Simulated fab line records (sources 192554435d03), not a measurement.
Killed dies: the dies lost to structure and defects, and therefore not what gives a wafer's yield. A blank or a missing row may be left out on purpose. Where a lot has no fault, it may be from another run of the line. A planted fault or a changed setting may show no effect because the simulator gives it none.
fab line records	flow n5Finfet
record: lots: 24	wafers: 72	lastDay: 17
route steps=1938 shown BEOL_M4@1058
lots untouched by any fault: they come from a run of this same line in which no faults occurred
startH: hours from the record's opening day to when the first of the lot's shown wafers began	waitH: time in hours since the lot's previous step	" the same as in the row above	L1.1+2: one row covering several wafers at once	- no value, or no start was given	* or withheld: withheld	< > ~ a bound
route shown NAME@n: a module of which the file shows steps, and the number in the route of the first	usual: the fault-free wafers' mean and standard deviation	same: alike in all rows	chamber/n: place in a boat	sites: per-site readings	_std_site: their standard deviation	_edge_site: the outer-site mean with the inner-site mean subtracted	radiusMm: for every site, how far away it sits from the centre of the wafer	mask NAME#n: copy n	behind: the most recent tool/chamber to have shaped the wafer	hold: why the lot was held/for how many hours/how that ended	device: transistor that didn't switch, given as n, p or np	end of line: at the end of the route, the tests of the same wafers	for a step that has no rows: nothing shown but its recipe	killed: dies lost to structure and defects at the first sort, not the wafer's yield	map: the dies of a wafer, with x for killed, . for not killed, _ for no die there
set.NAME: the setting that was run; set.NAME@STEP: the one run at that earlier step	model.NAME: the simulator's own value behind a step, which no gauge read
a sample of lots followed through the steps of the route, with each step as a table and each wafer as a row
services: the hour from which a tool's chamber was out of use, counted from the record's first day as startH (under 0 if before that day), plus the number of hours and why
== steps ==
step: N5_BEOL_M4_INSPECT_30
recipe: mode: adi	inspectInstrument: brightfield
usual: rawDefectCount: 429/100
lot.wafer	tool	chamber	startH	waitH	rawDefectCount
L074.2	defectInspect-01	-	153.13	0.0	339
L074.5	"	-	"	"	498
L074.6	"	-	"	"	469
L075.1	defectInspect-01	-	162.79	0.1	384
L075.2	"	-	"	"	396
L075.4	"	-	"	"	409
L076.1	defectInspect-02	-	170.31	0.1	684
L076.2	"	-	"	"	648
L076.4	"	-	"	"	375
L077.1	defectInspect-02	-	171.99	0.1	350
L077.4	"	-	"	"	434
L077.6	"	-	"	"	530
L078.1	defectInspect-01	-	180.40	0.1	392
L078.3	"	-	"	"	566
L078.5	"	-	"	"	560
L079.3	defectInspect-01	-	189.36	0.0	398
L079.4	"	-	"	"	561
L079.6	"	-	"	"	428
L080.1	defectInspect-01	-	199.58	0.1	387
L080.2	"	-	"	"	446
L080.6	"	-	"	"	370
L081.3	defectInspect-01	-	203.47	0.0	502
L081.5	"	-	"	"	381
L081.6	"	-	"	"	465
L082.1	defectInspect-01	-	207.10	0.1	446
L082.3	"	-	"	"	317
L082.6	"	-	"	"	791
L083.2	defectInspect-01	-	209.02	0.0	390
L083.5	"	-	"	"	386
L083.6	"	-	"	"	217
L084.1	defectInspect-01	-	219.58	0.1	360
L084.2	"	-	"	"	371
L084.5	"	-	"	"	445
L085.2	defectInspect-01	-	228.64	0.0	255
L085.4	"	-	"	"	319
L085.5	"	-	"	"	308
L086.1	defectInspect-02	-	232.69	0.1	472
L086.2	"	-	"	"	494
L086.6	"	-	"	"	503
L087.1	defectInspect-02	-	243.07	0.1	665
L087.3	"	-	"	"	570
L087.4	"	-	"	"	661
L088.1	defectInspect-01	-	247.75	0.1	300
L088.4	"	-	"	"	428
L088.5	"	-	"	"	448
L089.1	defectInspect-01	-	253.01	0.1	370
L089.2	"	-	"	"	308
L089.6	"	-	"	"	335
L090.1	defectInspect-01	-	256.08	0.1	350
L090.3	"	-	"	"	457
L090.6	"	-	"	"	390
L091.2	defectInspect-02	-	256.95	0.0	419
L091.4	"	-	"	"	503
L091.5	"	-	"	"	378
L092.2	defectInspect-02	-	264.22	0.0	472
L092.4	"	-	"	"	352
L092.5	"	-	"	"	409
L093.1	defectInspect-02	-	269.31	0.1	304
L093.4	"	-	"	"	414
L093.6	"	-	"	"	399
L094.3	defectInspect-02	-	289.70	0.0	439
L094.5	"	-	"	"	591
L094.6	"	-	"	"	552
L096.1	defectInspect-02	-	289.90	0.1	439
L096.4	"	-	"	"	309
L096.5	"	-	"	"	398
L095.3	defectInspect-02	-	290.00	0.0	315
L095.5	"	-	"	"	462
L095.6	"	-	"	"	302
L097.3	defectInspect-02	-	299.88	0.0	447
L097.4	"	-	"	"	320
L097.5	"	-	"	"	413
step: N5_BEOL_M4_ANNEAL_80
recipe: tempC: 400	timeS: 240	ambient: vacuum
usual: heaterPowerW: 820/83
lot.wafer	tool	chamber	startH	waitH	heaterPowerW
L074.2	pvdSputter-02	-	157.00	0.0	734
L074.5	"	-	"	"	731
L074.6	"	-	"	"	924
L075.1	pvdSputter-03	-	165.16	0.0	777
L075.2	"	-	"	"	739
L075.4	"	-	"	"	878
L077.1	pvdSputter-03	-	179.76	0.0	794
L077.4	"	-	"	"	720
L077.6	"	-	"	"	778
L076.1	pvdSputter-01	-	179.98	0.0	803
L076.2	"	-	"	"	993
L076.4	"	-	"	"	969
L078.1	pvdSputter-02	-	186.18	0.0	721
L078.3	"	-	"	"	931
L078.5	"	-	"	"	800
L079.3	pvdSputter-02	-	197.50	0.0	940
L079.4	"	-	"	"	865
L079.6	"	-	"	"	885
L080.1	pvdSputter-03	-	203.01	0.0	762
L080.2	"	-	"	"	742
L080.6	"	-	"	"	725
L081.3	pvdSputter-02	-	205.45	0.0	949
L081.5	"	-	"	"	733
L081.6	"	-	"	"	965
L082.1	pvdSputter-02	-	211.53	0.0	796
L082.3	"	-	"	"	720
L082.6	"	-	"	"	902
L083.2	pvdSputter-02	-	213.37	0.0	879
L083.5	"	-	"	"	896
L083.6	"	-	"	"	942
L084.1	pvdSputter-01	-	231.17	0.0	821
L084.2	"	-	"	"	914
L084.5	"	-	"	"	1018
L085.2	pvdSputter-01	-	233.43	0.0	809
L085.4	"	-	"	"	971
L085.5	"	-	"	"	814
L086.1	pvdSputter-02	-	235.99	0.0	932
L086.2	"	-	"	"	729
L086.6	"	-	"	"	701
L087.1	pvdSputter-03	-	253.58	0.0	779
L087.3	"	-	"	"	748
L087.4	"	-	"	"	854
L088.1	pvdSputter-03	-	256.19	0.0	719
L088.4	"	-	"	"	769
L088.5	"	-	"	"	867
L089.1	pvdSputter-02	-	258.47	0.0	938
L089.2	"	-	"	"	734
L089.6	"	-	"	"	721
L090.1	pvdSputter-03	-	260.44	0.0	761
L090.3	"	-	"	"	750
L090.6	"	-	"	"	856
L091.2	pvdSputter-01	-	261.67	0.0	938
L091.4	"	-	"	"	812
L091.5	"	-	"	"	784
L092.2	pvdSputter-02	-	269.92	0.0	953
L092.4	"	-	"	"	866
L092.5	"	-	"	"	882
L093.1	pvdSputter-02	-	279.19	0.0	786
L093.4	"	-	"	"	732
L093.6	"	-	"	"	771
L094.3	pvdSputter-02	-	291.90	0.0	951
L094.5	"	-	"	"	767
L094.6	"	-	"	"	702
L096.1	pvdSputter-03	-	293.44	0.0	762
L096.4	"	-	"	"	722
L096.5	"	-	"	"	777
L095.3	pvdSputter-03	-	299.78	0.0	715
L095.5	"	-	"	"	749
L095.6	"	-	"	"	783
L097.3	pvdSputter-03	-	303.94	0.0	764
L097.4	"	-	"	"	705
L097.5	"	-	"	"	748
step: N5_BEOL_M4_ANNEAL_82
recipe: tempC: 400	timeS: 240	ambient: vacuum
usual: heaterPowerW: 819/81
lot.wafer	tool	chamber	startH	waitH	heaterPowerW
L074.2	pvdSputter-02	-	157.22	0.0	729
L074.5	"	-	"	"	746
L074.6	"	-	"	"	950
L075.1	pvdSputter-03	-	165.38	0.0	792
L075.2	"	-	"	"	701
L075.4	"	-	"	"	874
L077.1	pvdSputter-03	-	179.98	0.0	777
L077.4	"	-	"	"	732
L077.6	"	-	"	"	768
L076.1	pvdSputter-01	-	180.20	0.0	802
L076.2	"	-	"	"	1032
L076.4	"	-	"	"	954
L078.1	pvdSputter-02	-	186.40	0.0	704
L078.3	"	-	"	"	943
L078.5	"	-	"	"	770
L079.3	pvdSputter-02	-	197.74	0.0	914
L079.4	"	-	"	"	861
L079.6	"	-	"	"	860
L080.1	pvdSputter-03	-	203.23	0.0	785
L080.2	"	-	"	"	728
L080.6	"	-	"	"	726
L081.3	pvdSputter-02	-	205.67	0.0	947
L081.5	"	-	"	"	739
L081.6	"	-	"	"	952
L082.1	pvdSputter-02	-	211.75	0.0	774
L082.3	"	-	"	"	712
L082.6	"	-	"	"	887
L083.2	pvdSputter-02	-	213.59	0.0	883
L083.5	"	-	"	"	885
L083.6	"	-	"	"	932
L084.1	pvdSputter-01	-	231.39	0.0	829
L084.2	"	-	"	"	952
L084.5	"	-	"	"	981
L085.2	pvdSputter-01	-	233.65	0.0	829
L085.4	"	-	"	"	947
L085.5	"	-	"	"	825
L086.1	pvdSputter-02	-	236.21	0.0	921
L086.2	"	-	"	"	704
L086.6	"	-	"	"	718
L087.1	pvdSputter-03	-	253.80	0.0	751
L087.3	"	-	"	"	743
L087.4	"	-	"	"	880
L088.1	pvdSputter-03	-	256.41	0.0	738
L088.4	"	-	"	"	780
L088.5	"	-	"	"	858
L089.1	pvdSputter-02	-	258.69	0.0	930
L089.2	"	-	"	"	722
L089.6	"	-	"	"	724
L090.1	pvdSputter-03	-	260.66	0.0	774
L090.3	"	-	"	"	756
L090.6	"	-	"	"	901
L091.2	pvdSputter-01	-	261.89	0.0	932
L091.4	"	-	"	"	798
L091.5	"	-	"	"	790
L092.2	pvdSputter-02	-	270.17	0.0	944
L092.4	"	-	"	"	887
L092.5	"	-	"	"	869
L093.1	pvdSputter-02	-	279.41	0.0	792
L093.4	"	-	"	"	716
L093.6	"	-	"	"	788
L094.3	pvdSputter-02	-	292.12	0.0	943
L094.5	"	-	"	"	780
L094.6	"	-	"	"	754
L096.1	pvdSputter-03	-	293.66	0.0	744
L096.4	"	-	"	"	738
L096.5	"	-	"	"	763
L095.3	pvdSputter-03	-	300.00	0.0	711
L095.5	"	-	"	"	761
L095.6	"	-	"	"	770
L097.3	pvdSputter-03	-	304.16	0.0	776
L097.4	"	-	"	"	750
L097.5	"	-	"	"	763
step: N5_BEOL_M4_SPUTTER_88
recipe: material: Cu	targetThkA: 45	tempC: -20	chamberPressurePa: 0.07	powerW: withheld	timeS: 8.29
usual: throttleValvePct: 30.0/0.95
lot.wafer	tool	chamber	startH	waitH	throttleValvePct
L074.2	pvdSputter-02	-	157.58	0.1	29.1
L074.5	"	-	"	"	28.7
L074.6	"	-	"	"	30.4
L075.1	pvdSputter-03	-	165.74	0.1	30.6
L075.2	"	-	"	"	30.2
L075.4	"	-	"	"	29.3
L077.1	pvdSputter-03	-	180.34	0.1	30.6
L077.4	"	-	"	"	30.1
L077.6	"	-	"	"	29.9
L076.1	pvdSputter-01	-	180.56	0.1	30.6
L076.2	"	-	"	"	30.8
L076.4	"	-	"	"	30.5
L078.1	pvdSputter-02	-	186.76	0.1	29.5
L078.3	"	-	"	"	30.1
L078.5	"	-	"	"	29.2
L079.3	pvdSputter-02	-	198.15	0.1	30.5
L079.4	"	-	"	"	30.3
L079.6	"	-	"	"	30.1
L080.1	pvdSputter-03	-	203.59	0.1	30.3
L080.2	"	-	"	"	30.1
L080.6	"	-	"	"	30.1
L081.3	pvdSputter-02	-	206.03	0.1	30.1
L081.5	"	-	"	"	28.9
L081.6	"	-	"	"	30.4
L082.1	pvdSputter-02	-	212.11	0.1	29.5
L082.3	"	-	"	"	29.1
L082.6	"	-	"	"	29.9
L083.2	pvdSputter-02	-	213.95	0.1	30.0
L083.5	"	-	"	"	30.0
L083.6	"	-	"	"	30.2
L084.1	pvdSputter-01	-	231.75	0.1	30.8
L084.2	"	-	"	"	30.5
L084.5	"	-	"	"	30.8
L085.2	pvdSputter-01	-	234.01	0.1	33.0
L085.4	"	-	"	"	30.3
L085.5	"	-	"	"	30.8
L086.1	pvdSputter-02	-	236.57	0.1	30.4
L086.2	"	-	"	"	29.0
L086.6	"	-	"	"	29.2
L087.1	pvdSputter-03	-	254.16	0.1	30.3
L087.3	"	-	"	"	30.0
L087.4	"	-	"	"	29.2
L088.1	pvdSputter-03	-	256.77	0.1	30.4
L088.4	"	-	"	"	30.4
L088.5	"	-	"	"	29.0
L089.1	pvdSputter-02	-	259.05	0.1	30.2
L089.2	"	-	"	"	28.9
L089.6	"	-	"	"	29.0
L090.1	pvdSputter-03	-	261.02	0.1	30.5
L090.3	"	-	"	"	29.9
L090.6	"	-	"	"	29.1
L091.2	pvdSputter-01	-	262.25	0.1	30.3
L091.4	"	-	"	"	33.1
L091.5	"	-	"	"	30.7
L092.2	pvdSputter-02	-	270.55	0.1	30.3
L092.4	"	-	"	"	30.2
L092.5	"	-	"	"	30.2
L093.1	pvdSputter-02	-	279.77	0.1	29.4
L093.4	"	-	"	"	29.0
L093.6	"	-	"	"	29.4
L094.3	pvdSputter-02	-	292.48	0.1	30.4
L094.5	"	-	"	"	29.2
L094.6	"	-	"	"	29.1
L096.1	pvdSputter-03	-	294.02	0.1	29.6
L096.4	"	-	"	"	30.0
L096.5	"	-	"	"	30.2
L095.3	pvdSputter-03	-	300.36	0.1	30.2
L095.5	"	-	"	"	29.7
L095.6	"	-	"	"	30.2
L097.3	pvdSputter-03	-	304.52	0.1	30.4
L097.4	"	-	"	"	30.2
L097.5	"	-	"	"	29.7
step: N5_BEOL_M4_SPUTTER_92
recipe: material: Cu	targetThkA: 45	tempC: -20	chamberPressurePa: 0.07	powerW: withheld	timeS: 8.29
usual: throttleValvePct: 30.0/0.92
lot.wafer	tool	chamber	startH	waitH	throttleValvePct
L074.2	pvdSputter-02	-	158.02	0.1	29.0
L074.5	"	-	"	"	28.7
L074.6	"	-	"	"	30.3
L075.1	pvdSputter-03	-	166.18	0.1	30.2
L075.2	"	-	"	"	30.3
L075.4	"	-	"	"	28.8
L077.1	pvdSputter-03	-	180.78	0.1	30.3
L077.4	"	-	"	"	30.4
L077.6	"	-	"	"	30.1
L076.1	pvdSputter-01	-	181.00	0.1	30.5
L076.2	"	-	"	"	30.6
L076.4	"	-	"	"	30.3
L078.1	pvdSputter-02	-	187.20	0.1	29.1
L078.3	"	-	"	"	30.3
L078.5	"	-	"	"	29.1
L079.3	pvdSputter-02	-	198.64	0.1	30.2
L079.4	"	-	"	"	30.1
L079.6	"	-	"	"	29.7
L080.1	pvdSputter-03	-	204.03	0.1	30.3
L080.2	"	-	"	"	30.2
L080.6	"	-	"	"	30.2
L081.3	pvdSputter-02	-	206.47	0.1	30.3
L081.5	"	-	"	"	29.2
L081.6	"	-	"	"	30.5
L082.1	pvdSputter-02	-	212.55	0.1	29.4
L082.3	"	-	"	"	28.7
L082.6	"	-	"	"	29.7
L083.2	pvdSputter-02	-	214.39	0.1	30.3
L083.5	"	-	"	"	30.0
L083.6	"	-	"	"	30.1
L084.1	pvdSputter-01	-	232.19	0.1	30.9
L084.2	"	-	"	"	30.3
L084.5	"	-	"	"	30.7
L085.2	pvdSputter-01	-	234.45	0.1	33.1
L085.4	"	-	"	"	30.3
L085.5	"	-	"	"	30.8
L086.1	pvdSputter-02	-	237.01	0.1	30.2
L086.2	"	-	"	"	28.9
L086.6	"	-	"	"	29.3
L087.1	pvdSputter-03	-	254.60	0.1	30.5
L087.3	"	-	"	"	29.8
L087.4	"	-	"	"	29.0
L088.1	pvdSputter-03	-	257.21	0.1	30.1
L088.4	"	-	"	"	30.3
L088.5	"	-	"	"	29.2
L089.1	pvdSputter-02	-	259.49	0.1	30.3
L089.2	"	-	"	"	29.0
L089.6	"	-	"	"	29.2
L090.1	pvdSputter-03	-	261.46	0.1	30.1
L090.3	"	-	"	"	29.8
L090.6	"	-	"	"	29.2
L091.2	pvdSputter-01	-	262.69	0.1	30.4
L091.4	"	-	"	"	33.0
L091.5	"	-	"	"	30.6
L092.2	pvdSputter-02	-	270.99	0.1	30.2
L092.4	"	-	"	"	30.1
L092.5	"	-	"	"	30.0
L093.1	pvdSputter-02	-	280.21	0.1	28.9
L093.4	"	-	"	"	29.5
L093.6	"	-	"	"	29.2
L094.3	pvdSputter-02	-	292.92	0.1	30.3
L094.5	"	-	"	"	29.4
L094.6	"	-	"	"	28.7
L096.1	pvdSputter-03	-	294.46	0.1	29.7
L096.4	"	-	"	"	30.1
L096.5	"	-	"	"	30.3
L095.3	pvdSputter-03	-	300.80	0.1	30.3
L095.5	"	-	"	"	29.4
L095.6	"	-	"	"	30.5
L097.3	pvdSputter-03	-	304.96	0.1	30.2
L097.4	"	-	"	"	30.4
L097.5	"	-	"	"	29.8
step: N5_BEOL_M4_ANNEAL_51
recipe: tempC: 225	timeS: 90	ambient: N2
usual: wafer_temp_C_max: 226.7/0.34
lot.wafer	tool	chamber	startH	waitH	wafer_temp_C_max
L074.2	rtpAnneal-01	0	164.20	5.6	226.9
L074.5	"	0	"	"	226.7
L074.6	"	0	"	"	226.5
L075.1	rtpAnneal-01	0	168.19	1.4	226.6
L075.2	"	0	"	"	226.4
L075.4	"	0	"	"	227.1
L077.1	rtpAnneal-01	0	181.41	0.1	226.5
L077.4	"	0	"	"	226.8
L077.6	"	0	"	"	227.1
L076.1	rtpAnneal-02	0	181.79	0.2	226.4
L076.2	"	0	"	"	226.3
L076.4	"	0	"	"	227.0
L078.1	rtpAnneal-01	0	187.90	0.1	226.6
L078.3	"	0	"	"	227.2
L078.5	"	0	"	"	226.7
L079.3	rtpAnneal-01	0	199.43	0.1	227.0
L079.4	"	0	"	"	226.9
L079.6	"	0	"	"	226.5
L080.1	rtpAnneal-01	0	204.67	0.1	226.4
L080.2	"	0	"	"	226.6
L080.6	"	0	"	"	226.4
L081.3	rtpAnneal-01	0	207.20	0.1	226.9
L081.5	"	0	"	"	227.1
L081.6	"	0	"	"	226.8
L082.1	rtpAnneal-01	0	213.19	0.1	227.1
L082.3	"	0	"	"	226.6
L082.6	"	0	"	"	226.6
L083.2	rtpAnneal-01	0	215.08	0.1	227.0
L083.5	"	0	"	"	226.5
L083.6	"	0	"	"	226.6
L084.1	rtpAnneal-02	0	232.95	0.2	227.0
L084.2	"	0	"	"	226.8
L084.5	"	0	"	"	226.4
L085.2	rtpAnneal-02	0	235.13	0.1	226.8
L085.4	"	0	"	"	226.2
L085.5	"	0	"	"	226.8
L086.1	rtpAnneal-01	0	237.73	0.1	227.0
L086.2	"	0	"	"	226.7
L086.6	"	0	"	"	226.5
L087.1	rtpAnneal-02	0	255.24	0.1	226.2
L087.3	"	0	"	"	226.7
L087.4	"	0	"	"	227.0
L088.1	rtpAnneal-02	0	257.85	0.1	226.0
L088.4	"	0	"	"	226.1
L088.5	"	0	"	"	227.2
L089.1	rtpAnneal-01	0	260.12	0.1	226.8
L089.2	"	0	"	"	226.9
L089.6	"	0	"	"	227.4
L090.1	rtpAnneal-01	0	262.09	0.1	226.5
L090.3	"	0	"	"	226.8
L090.6	"	0	"	"	226.5
L091.2	rtpAnneal-01	0	263.37	0.1	226.6
L091.4	"	0	"	"	226.7
L091.5	"	0	"	"	226.9
L092.2	rtpAnneal-01	0	271.70	0.1	226.6
L092.4	"	0	"	"	227.0
L092.5	"	0	"	"	226.7
L093.1	rtpAnneal-01	0	280.85	0.1	226.7
L093.4	"	0	"	"	226.8
L093.6	"	0	"	"	226.5
L094.3	rtpAnneal-01	0	293.65	0.1	227.5
L094.5	"	0	"	"	227.1
L094.6	"	0	"	"	227.1
L096.1	rtpAnneal-01	0	295.09	0.1	226.2
L096.4	"	0	"	"	226.5
L096.5	"	0	"	"	227.6
L095.3	rtpAnneal-02	0	301.65	0.3	226.8
L095.5	"	0	"	"	226.5
L095.6	"	0	"	"	226.4
L097.3	rtpAnneal-02	0	305.68	0.1	226.6
L097.4	"	0	"	"	226.7
L097.5	"	0	"	"	226.1
== services ==
tool	chamber	startH	hours	kind
pvdSputter-03	-	136.53	4.5	repair
rtpAnneal-02	-	159.76	6.4	pm
== key ==
fault none
